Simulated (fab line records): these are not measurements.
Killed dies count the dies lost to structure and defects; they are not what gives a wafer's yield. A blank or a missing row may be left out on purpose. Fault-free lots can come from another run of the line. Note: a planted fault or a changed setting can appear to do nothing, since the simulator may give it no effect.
Which tool was responsible? | flow n5-finfet | Sampling: 24 lots, 72 wafers, 5 of 1938 route steps

WHAT EACH GAUGE READ, for each wafer
N5_BEOL_M2_INSPECT_59: inspects for defects (darkfield). Usual: 67 for raw-defect-count, sd 20.
lot  | measured     | on                | raw-defect-count | flag
L074 | day 7 03:10  | defect-inspect-01 | 72 52 73         |
L075 | day 7 09:02  | defect-inspect-01 | 63 77 90         |
L076 | day 7 12:17  | defect-inspect-02 | 64 51 52         |
L077 | day 7 17:12  | defect-inspect-01 | 125 89 95        |
L078 | day 7 19:11  | defect-inspect-02 | 56 64 62         |
L079 | day 8 04:14  | defect-inspect-02 | 117 63 82        |
L080 | day 8 07:43  | defect-inspect-02 | 48 38 65         |
L081 | day 8 17:13  | defect-inspect-01 | 111 76 57        |
L082 | day 9 01:27  | defect-inspect-02 | 38 75 68         |
L083 | day 9 03:10  | defect-inspect-02 | 48 84 62         |
L084 | day 9 09:22  | defect-inspect-02 | 64 60 59         |
L085 | day 9 16:47  | defect-inspect-02 | 83 84 75         |
L086 | day 9 19:54  | defect-inspect-01 | 64 100 85        |
L087 | day 10 10:11 | defect-inspect-02 | 36 88 42         |
L088 | day 10 16:19 | defect-inspect-01 | 76 51 58         |
L090 | day 10 19:19 | defect-inspect-02 | 62 58 55         |
L089 | day 10 19:35 | defect-inspect-01 | 79 89 121        |
L091 | day 10 23:07 | defect-inspect-01 | 67 51 54         |
L092 | day 11 12:22 | defect-inspect-02 | 45 63 53         |
L093 | day 11 13:32 | defect-inspect-02 | 71 73 89         |
L094 | day 11 19:59 | defect-inspect-02 | 63 99 61         |
L095 | day 12 01:19 | defect-inspect-02 | 43 72 59         |
L096 | day 12 06:05 | defect-inspect-02 | 102 79 64        |
L097 | day 12 19:29 | defect-inspect-01 | 48 57 75         |

N5_BEOL_M3_OVL_MEAS_12. Usual: M3_OVL -0.3 nm, standard deviation 0.75.
lot  | measured     | on         | M3_OVL (nm)    | flag
L074 | day 7 06:58  | overlay-02 | -1.5 -0.4 -0.7 |
L075 | day 7 11:58  | overlay-02 | 0.1 0.2 -0.3   |
L076 | day 7 13:49  | overlay-01 | -0.5 0.0 -0.9  |
L077 | day 7 18:43  | overlay-01 | -0.4 0.0 -0.5  |
L078 | day 7 21:49  | overlay-01 | -1.4 0.4 0.1   |
L079 | day 8 06:57  | overlay-01 | 0.6 0.1 -0.6   |
L080 | day 8 08:37  | overlay-02 | 0.8 -1.0 0.0   |
L081 | day 8 18:04  | overlay-01 | -0.4 -1.4 -0.8 |
L082 | day 9 03:12  | overlay-02 | 0.4 -0.1 -1.0  |
L083 | day 9 04:16  | overlay-01 | 0.6 -0.4 -0.5  |
L084 | day 9 10:20  | overlay-02 | -0.5 -0.1 -0.6 |
L085 | day 9 19:50  | overlay-01 | 0.7 0.9 0.8    |
L086 | day 9 21:03  | overlay-01 | -0.4 -0.4 0.3  |
L087 | day 10 12:16 | overlay-02 | 0.0 -0.5 0.4   |
L088 | day 10 19:09 | overlay-02 | -1.4 -1.5 -1.4 |
L090 | day 10 19:56 | overlay-02 | -0.4 0.3 -0.5  |
L089 | day 10 20:14 | overlay-02 | -0.8 -0.4 -0.4 |
L091 | day 11 00:58 | overlay-01 | -0.6 -1.8 -0.6 |
L092 | day 11 13:20 | overlay-01 | 1.1 0.7 1.0    |
L093 | day 11 16:10 | overlay-01 | -1.8 0.0 -1.8  |
L094 | day 11 21:26 | overlay-01 | -0.5 0.5 0.0   |
L095 | day 12 02:29 | overlay-02 | 0.7 -0.4 0.3   |
L096 | day 12 07:20 | overlay-01 | -0.2 -0.3 -0.8 |
L097 | day 12 21:03 | overlay-02 | 0.4 0.0 1.3    |

N5_BEOL_M3_CD_MEAS_28: target cd 25.7 nm, target cd y 23.3 nm. Usual: 25.66 nm for cd-nm, sd 0.26.
lot  | measured     | on        | cd-nm (nm)        | flag
L074 | day 7 08:17  | cd-sem-03 | 25.53 25.16 25.61 |
L075 | day 7 13:04  | cd-sem-03 | 25.94 25.56 25.90 |
L076 | day 7 14:39  | cd-sem-03 | 25.45 25.83 25.72 |
L077 | day 7 19:44  | cd-sem-03 | 25.79 25.61 25.57 |
L078 | day 7 23:10  | cd-sem-02 | 25.69 25.48 25.28 |
L079 | day 8 07:55  | cd-sem-02 | 25.08 25.70 25.86 |
L080 | day 8 09:27  | cd-sem-02 | 25.60 25.71 25.64 |
L081 | day 8 19:01  | cd-sem-02 | 25.38 25.34 25.85 |
L082 | day 9 04:02  | cd-sem-02 | 25.73 25.80 25.62 |
L083 | day 9 05:13  | cd-sem-03 | 25.62 26.13 25.55 |
L084 | day 9 11:10  | cd-sem-01 | 25.67 25.55 25.63 |
L085 | day 9 20:40  | cd-sem-02 | 25.82 25.46 25.82 |
L086 | day 9 22:01  | cd-sem-02 | 25.36 25.82 26.10 |
L087 | day 10 13:14 | cd-sem-02 | 25.39 26.11 25.40 |
L088 | day 10 20:07 | cd-sem-02 | 25.55 25.68 25.41 |
L090 | day 10 20:49 | cd-sem-02 | 25.66 25.46 25.62 |
L089 | day 10 21:12 | cd-sem-02 | 24.83 25.50 25.35 |
L091 | day 11 01:52 | cd-sem-02 | 25.78 25.36 25.64 |
L092 | day 11 14:17 | cd-sem-03 | 25.39 25.36 25.54 |
L093 | day 11 17:12 | cd-sem-01 | 25.42 25.64 25.83 |
L094 | day 11 22:23 | cd-sem-01 | 26.16 25.32 26.05 |
L095 | day 12 03:28 | cd-sem-03 | 25.79 25.31 25.38 |
L096 | day 12 08:18 | cd-sem-03 | 25.78 25.63 25.68 |
L097 | day 12 22:01 | cd-sem-02 | 25.67 26.14 25.77 |

WHAT TOOL EACH LOT RAN ON (gives the tool, then ch and the chambers of the sampled wafers, and finally the start)
lot  | N5_BEOL_M2_SPUTTER_92        | N5_BEOL_M2_SPUTTER_96
L074 | pvd-sputter-01, day 7 01:40  | pvd-sputter-01, day 7 02:06
L075 | pvd-sputter-01, day 7 04:50  | pvd-sputter-01, day 7 07:49
L076 | pvd-sputter-01, day 7 10:46  | pvd-sputter-01, day 7 11:12
L077 | pvd-sputter-02, day 7 15:40  | pvd-sputter-02, day 7 16:07
L078 | pvd-sputter-02, day 7 17:40  | pvd-sputter-02, day 7 18:07
L079 | pvd-sputter-03, day 8 02:44  | pvd-sputter-03, day 8 03:10
L080 | pvd-sputter-01, day 8 05:56  | pvd-sputter-01, day 8 06:23
L081 | pvd-sputter-03, day 8 15:41  | pvd-sputter-03, day 8 16:08
L082 | pvd-sputter-02, day 8 23:56  | pvd-sputter-02, day 9 00:23
L083 | pvd-sputter-03, day 9 01:38  | pvd-sputter-03, day 9 02:05
L084 | pvd-sputter-01, day 9 07:51  | pvd-sputter-01, day 9 08:17
L085 | pvd-sputter-03, day 9 15:13  | pvd-sputter-03, day 9 15:40
L086 | pvd-sputter-03, day 9 18:23  | pvd-sputter-03, day 9 18:49
L087 | pvd-sputter-02, day 10 08:40 | pvd-sputter-02, day 10 09:07
L088 | pvd-sputter-03, day 10 14:43 | pvd-sputter-03, day 10 15:09
L090 | pvd-sputter-01, day 10 17:44 | pvd-sputter-01, day 10 18:11
L089 | pvd-sputter-02, day 10 17:55 | pvd-sputter-02, day 10 18:21
L091 | pvd-sputter-01, day 10 21:35 | pvd-sputter-01, day 10 22:01
L092 | pvd-sputter-03, day 11 10:49 | pvd-sputter-03, day 11 11:16
L093 | pvd-sputter-02, day 11 12:00 | pvd-sputter-02, day 11 12:26
L094 | pvd-sputter-02, day 11 18:11 | pvd-sputter-02, day 11 18:37
L095 | pvd-sputter-01, day 11 23:43 | pvd-sputter-01, day 12 00:10
L096 | pvd-sputter-02, day 12 04:17 | pvd-sputter-02, day 12 04:43
L097 | pvd-sputter-01, day 12 17:48 | pvd-sputter-01, day 12 18:14
- N5_BEOL_M2_SPUTTER_92: material Cu, target thk 4.5 nm, time 8.29 s.
- N5_BEOL_M2_SPUTTER_96: material Cu, target thk 4.5 nm, time 8.29 s.

WHAT THE TOOLS THEMSELVES READ (means of the sampled wafers that have a number; where no wafer has one, the mark that the record gives instead)
N5_BEOL_M2_SPUTTER_92. Usual: 30.1 % for throttle-valve-pct, sd 1.1.
lot  | tool           | throttle-valve-pct (%) | flag
L074 | pvd-sputter-01 | 30.2                   |
L075 | pvd-sputter-01 | 30.2                   |
L076 | pvd-sputter-01 | 29.8                   |
L077 | pvd-sputter-02 | 29.5                   |
L078 | pvd-sputter-02 | 30.3                   |
L079 | pvd-sputter-03 | 30.4                   |
L080 | pvd-sputter-01 | 31.4                   |
L081 | pvd-sputter-03 | 30.4                   |
L082 | pvd-sputter-02 | 29.4                   |
L083 | pvd-sputter-03 | 30.3                   |
L084 | pvd-sputter-01 | 30.3                   |
L085 | pvd-sputter-03 | 30.2                   |
L086 | pvd-sputter-03 | 30.5                   |
L087 | pvd-sputter-02 | 29.5                   |
L088 | pvd-sputter-03 | 30.3                   |
L090 | pvd-sputter-01 | 30.9                   |
L089 | pvd-sputter-02 | 30.2                   |
L091 | pvd-sputter-01 | 29.6                   |
L092 | pvd-sputter-03 | 30.3                   |
L093 | pvd-sputter-02 | 31.1                   |
L094 | pvd-sputter-02 | 29.6                   |
L095 | pvd-sputter-01 | 29.9                   |
L096 | pvd-sputter-02 | 29.4                   |
L097 | pvd-sputter-01 | 29.9                   |

N5_BEOL_M2_SPUTTER_96. Usual: 30.1 % for throttle-valve-pct, sd 1.1.
lot  | tool           | throttle-valve-pct (%) | flag
L074 | pvd-sputter-01 | 30.4                   |
L075 | pvd-sputter-01 | 30.1                   |
L076 | pvd-sputter-01 | 29.8                   |
L077 | pvd-sputter-02 | 29.4                   |
L078 | pvd-sputter-02 | 30.1                   |
L079 | pvd-sputter-03 | 30.6                   |
L080 | pvd-sputter-01 | 31.2                   |
L081 | pvd-sputter-03 | 30.6                   |
L082 | pvd-sputter-02 | 29.6                   |
L083 | pvd-sputter-03 | 30.5                   |
L084 | pvd-sputter-01 | 30.3                   |
L085 | pvd-sputter-03 | 30.3                   |
L086 | pvd-sputter-03 | 30.6                   |
L087 | pvd-sputter-02 | 29.3                   |
L088 | pvd-sputter-03 | 30.2                   |
L090 | pvd-sputter-01 | 30.9                   |
L089 | pvd-sputter-02 | 30.2                   |
L091 | pvd-sputter-01 | 29.7                   |
L092 | pvd-sputter-03 | 30.3                   |
L093 | pvd-sputter-02 | 31.1                   |
L094 | pvd-sputter-02 | 29.6                   |
L095 | pvd-sputter-01 | 29.9                   |
L096 | pvd-sputter-02 | 29.5                   |
L097 | pvd-sputter-01 | 30.0                   |

THE ANSWER, worked out from the rows above alone
Rule: a lot is off if the mean of its wafers that have a number lies more than 3 standard deviations from the usual mean. A lot without any number at a reading at which 4 lots or more have one is off too. The other lots that the step has rows for count as sound. First the gauges in route order, then the tools' own readings, where a lot's mean is used as printed above. The first step at which some lot is off is used, and at that step the reading that is off furthest; a lot without a number counts as furthest.
Nothing can be told from this: no lot is off at any reading shown.

WHAT THE SIMULATOR HAD INSERTED
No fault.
